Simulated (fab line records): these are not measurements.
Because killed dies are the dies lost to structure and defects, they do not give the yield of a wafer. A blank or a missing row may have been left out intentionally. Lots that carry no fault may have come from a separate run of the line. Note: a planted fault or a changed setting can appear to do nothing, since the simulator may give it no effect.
Chamber matching + flow n5_finfet + N5_BEOL_M8_DESCUM_33 on rie_diel-05 has 4 sister chambers
The step chemistry O2, time 7 s. 16 wafers are shown with their chamber, then 8 later ones without.

WAFERS WITH THEIR CHAMBER
| wafer  | chamber | showerhead_plenum_p_Torr (Torr) | throttle_valve_pct (%) | oes_product_au (a.u.) |
|--------|---------|---------------------------------|------------------------|-----------------------|
| L077.2 | 3       | 2.14                            | 20.40                  | 0.93                  |
| L077.4 | 1       | 2.03                            | 20.26                  | 0.85                  |
| L077.6 | 3       | 2.14                            | 20.40                  | 0.92                  |
| L078.1 | 2       | 2.22                            | 20.48                  | 0.81                  |
| L078.4 | 3       | 2.14                            | 20.40                  | 0.91                  |
| L078.6 | 1       | 2.03                            | 20.28                  | 0.85                  |
| L082.1 | 0       | 1.93                            | 20.87                  | 0.75                  |
| L082.4 | 1       | 2.03                            | 20.28                  | 0.84                  |
| L082.6 | 3       | 2.14                            | 20.41                  | 0.91                  |
| L085.2 | 2       | 2.21                            | 20.49                  | 0.80                  |
| L085.4 | 0       | 1.93                            | 20.88                  | 0.76                  |
| L085.6 | 0       | 1.93                            | 20.86                  | 0.75                  |
| L088.1 | 3       | 2.13                            | 20.45                  | 0.87                  |
| L088.2 | 2       | 2.21                            | 20.50                  | 0.78                  |
| L088.5 | 3       | 2.13                            | 20.44                  | 0.87                  |
| L092.2 | 3       | 2.13                            | 20.47                  | 0.86                  |

SIGNATURES (averages over the wafers above)
| reading                  | chamber 0 | chamber 1 | chamber 2 | chamber 3 | scatter within a chamber |
|--------------------------|-----------|-----------|-----------|-----------|--------------------------|
| showerhead_plenum_p_Torr | 1.9300    | 2.0300    | 2.2133    | 2.1357    | 0.00445                  |
| throttle_valve_pct       | 20.8700   | 20.2733   | 20.4900   | 20.4243   | 0.0217                   |
| oes_product_au           | 0.7533    | 0.8467    | 0.7967    | 0.8957    | 0.0212                   |
Rule: for a wafer and a chamber, the distance is found by dividing, reading by reading, the gap between the wafer's reading and the chamber's mean by the reading's scatter, squaring, summing and taking the root. The wafer belongs to the nearest chamber; if the next one is less than 2 further off, it can't be placed. The scatter: the root of (the sum of the squares of (reading less its chamber's mean) over the shown wafers, divided by (wafers less chambers)).

WAFERS WHOSE CHAMBER IS MISSING
| wafer  | showerhead_plenum_p_Torr (Torr) | throttle_valve_pct (%) | oes_product_au (a.u.) |
|--------|---------------------------------|------------------------|-----------------------|
| L092.3 | 1.92                            | 20.90                  | 0.74                  |
| L092.5 | 2.02                            | 20.31                  | 0.81                  |
| L093.2 | 2.20                            | 20.54                  | 0.77                  |
| L093.4 | 2.13                            | 20.45                  | 0.84                  |
| L093.6 | 2.02                            | 20.33                  | 0.81                  |
| L095.1 | 2.20                            | 20.52                  | 0.77                  |
| L095.3 | 1.92                            | 20.89                  | 0.74                  |
| L095.4 | 2.13                            | 20.45                  | 0.85                  |

CHAMBER TAKEN BY EACH
| wafer  | from the rows above | in truth |
|--------|---------------------|----------|
| L092.3 | 0                   | 0        |
| L092.5 | 1                   | 1        |
| L093.2 | 2                   | 2        |
| L093.4 | 3                   | 3        |
| L093.6 | 1                   | 1        |
| L095.1 | 2                   | 2        |
| L095.3 | 0                   | 0        |
| L095.4 | 3                   | 3        |
Placed correctly: 8 of 8. Left unplaced by these rows: 0. Wrongly placed: 0.
